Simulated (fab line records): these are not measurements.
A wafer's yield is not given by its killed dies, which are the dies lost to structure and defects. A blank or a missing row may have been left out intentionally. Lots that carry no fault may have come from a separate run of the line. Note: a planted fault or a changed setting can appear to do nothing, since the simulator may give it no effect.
Code-filled problem report in 8D (eight disciplines) form :: flow n5Finfet :: the parts of the form that need people (team, actions taken, sign-off) are left out

1. THE ISSUE
Mean of rawDefectCount at N5_SPACER0_INSPECT_04: 387 across 6 wafers in 2 lots; on wafers with no fault it is 129 (standard deviation 33). That puts it +7.8 standard deviations away from the usual mean.
The step: inspects for defects (darkfield).
The first sign was on wafer L769.2 at day 4 13:04, on defectInspect-01. The record has a number at this step for 24 wafers belonging to 8 lots. Rule for "out", or "out of limits": more than 4 standard deviations from the usual mean. Any other wafer with a number is counted as sound.

2. WHAT THIS IS AND IS NOT
question: which readings at this step
is: rawDefectCount
is not: -

question: which lots
is: L769, L771
is not: L766, L767, L781, L782, L784, L785

question: which wafers of those lots
is: all that have a number
is not: -

question: read on which gauges
is: defectInspect-01
is not: defectInspect-02

question: when
is: from day 4 13:04
is not: up to then (6 sound wafers); but 12 sound wafers of L781, L782, L784, L785 came after

3. SUSPECTS, AND WHAT RULES EACH OUT
Counting: a tool at a process step up to the reading stays a suspect if it ran every lot that is out and no sound lot after the first of them.
- the gauge at N5_SPACER0_INSPECT_04: ruled out. All the wafers that are out were read on defectInspect-01, but those of them that N5_PASSIVATION_PROBE_49 has rows for are out there too, on other tools.
- rieDiel-01 at N5_DUMMY_GATE_ETCH_29 (etches underlayer in N2/H2, target depth 13 nm): ruled out as a lasting fault. The sound lots L785 went through it after L769, its earliest lot that is out (day 4 11:19).
- aldSin-04 at N5_SPACER0_ALD_07 (deposits SiNx, target thk 2 nm): ruled out as a lasting fault. The sound lots L782, L784, L785 went through it after L769, its earliest lot that is out (day 4 12:29).
Left after counting: nothing in the record.

4. THE CAUSE (what the simulator had put in)
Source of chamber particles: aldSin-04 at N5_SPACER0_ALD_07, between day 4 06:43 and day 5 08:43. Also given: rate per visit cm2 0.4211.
Counting ruled it out, wrongly: the rule takes a fault to strike every lot that its tool runs from its start on, and this one did not.

5. THE CHAIN OF EFFECTS, in route order
Each row: a reading where the mean over the struck wafers with a number is more than 3 standard deviations away from the usual. Readings are gone through only where the record gives a usual standard deviation; hours: the median, over the lots, of the time from a lot's start at the first step in this table giving one to that lot's start at this step; sigmas: the change measured in usual standard deviations.
hours: 0
step: N5_SPACER0_INSPECT_04
reading: rawDefectCount
usual: 129
on struck wafers: 387
change: +258
sigmas: +7.8

hours: 0
step: N5_SD_EPI_N_INSPECT_11
reading: rawDefectCount
usual: 2.0
on struck wafers: 275.2
change: +273.2
sigmas: +99 or more

hours: 6
step: N5_SD_EPI_N_INSPECT_26
reading: rawDefectCount
usual: 193
on struck wafers: 447
change: +254
sigmas: +6.3

hours: 6
step: N5_SD_EPI_P_INSPECT_11
reading: rawDefectCount
usual: 2.1
on struck wafers: 273.2
change: +271.1
sigmas: +99 or more

hours: 271
step: N5_PASSIVATION_PROBE_49
reading: defectLimitedYield
usual: 91.4 %
on struck wafers: 84.3
change: -7.1
sigmas: -5.9

hours: 271
step: N5_PASSIVATION_PROBE_49
reading: killedAtFrontEnd
usual: 37
on struck wafers: 130
change: +93
sigmas: +9.6

hours: 271
step: N5_PASSIVATION_PROBE_49
reading: killedDies
usual: 102
on struck wafers: 185
change: +83
sigmas: +5.5

hours: 271
step: N5_PASSIVATION_PROBE_49
reading: sort_bin_5_function
usual: 5.1 %
on struck wafers: 10.2
change: +5.1
sigmas: +6.2

hours: 271
step: N5_PASSIVATION_PROBE_49
reading: sortNPass
usual: 1078
on struck wafers: 995
change: -83
sigmas: -5.5

hours: 271
step: N5_PASSIVATION_PROBE_49
reading: sortYieldPct
usual: 91.4 %
on struck wafers: 84.3
change: -7.1
sigmas: -5.9
Here are the process steps it includes:
- N5_PASSIVATION_PROBE_49
At these later measuring or inspecting steps, every struck wafer for which the step has a row has a number for every such reading, and none has moved that far: N5_SD_EPI_N_OVL_MEAS_10, N5_BEOL_M4_RC_MEAS_101.

6. HOW IT WOULD HAVE BEEN CAUGHT EARLIER
The first out-of-limits reading at a measuring or inspecting step in this record came at day 4 13:04, 6 hours after the fault's start at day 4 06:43.
Of the tool readings at N5_SPACER0_ALD_07 for which the record gives a usual standard deviation, none was out on any struck wafer, so an alarm limit of 4 standard deviations on them would not have fired.
